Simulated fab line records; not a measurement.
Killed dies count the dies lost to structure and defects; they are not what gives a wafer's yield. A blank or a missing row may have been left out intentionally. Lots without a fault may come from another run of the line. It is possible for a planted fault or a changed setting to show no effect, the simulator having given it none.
Matching of chambers | flow n5Finfet | pecvd-03 running N5_FIN_SAQP_PECVD_47: 3 sister chambers
The step deposits a-Si from SiH4/He, target thk 45 nm, time 36.3 s. 3 wafers are shown with their chamber, then 7 later ones without.

== WAFERS, EACH WITH ITS CHAMBER ==
wafer  | chamber | showerheadPlenumPTorr (Torr)
L088.5 | 0       | 5.71
L090.1 | 1       | 5.76
L090.3 | 2       | 5.65

== WAFERS WITHOUT THEIR CHAMBER ==
wafer  | showerheadPlenumPTorr (Torr)
L090.4 | 5.69
L091.1 | 5.76
L091.2 | 5.66
L091.5 | 5.66
L096.2 | 5.71
L096.3 | 5.67
L096.6 | 5.76

== EACH ONE'S CHAMBER ==
wafer  | from the rows above     | in truth
L090.4 | can't be placed: 0 or 2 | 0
L091.1 | 1                       | 1
L091.2 | 2                       | 2
L091.5 | 2                       | 2
L096.2 | 0                       | 0
L096.3 | can't be placed: 2 or 0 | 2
L096.6 | 1                       | 1
5 of 7 placed correctly. Cannot be placed on the basis of these rows: 2; the candidates contain the true chamber in 2. Number placed wrongly: 0.
How it was worked out, from the rows above alone: a wafer's distance from a chamber is the root of the sum, over the readings, of the square of ((its reading less the chamber's mean) divided by the reading's scatter). If the next closest chamber is less than 2 further off than the closest, the wafer can't be placed; otherwise it belongs to the closest. A chamber's mean is the mean of its shown wafers. The scatter (one wafer shown for each chamber): square how far every hidden wafer sits from the nearest shown wafer, average those squares and take the square root.
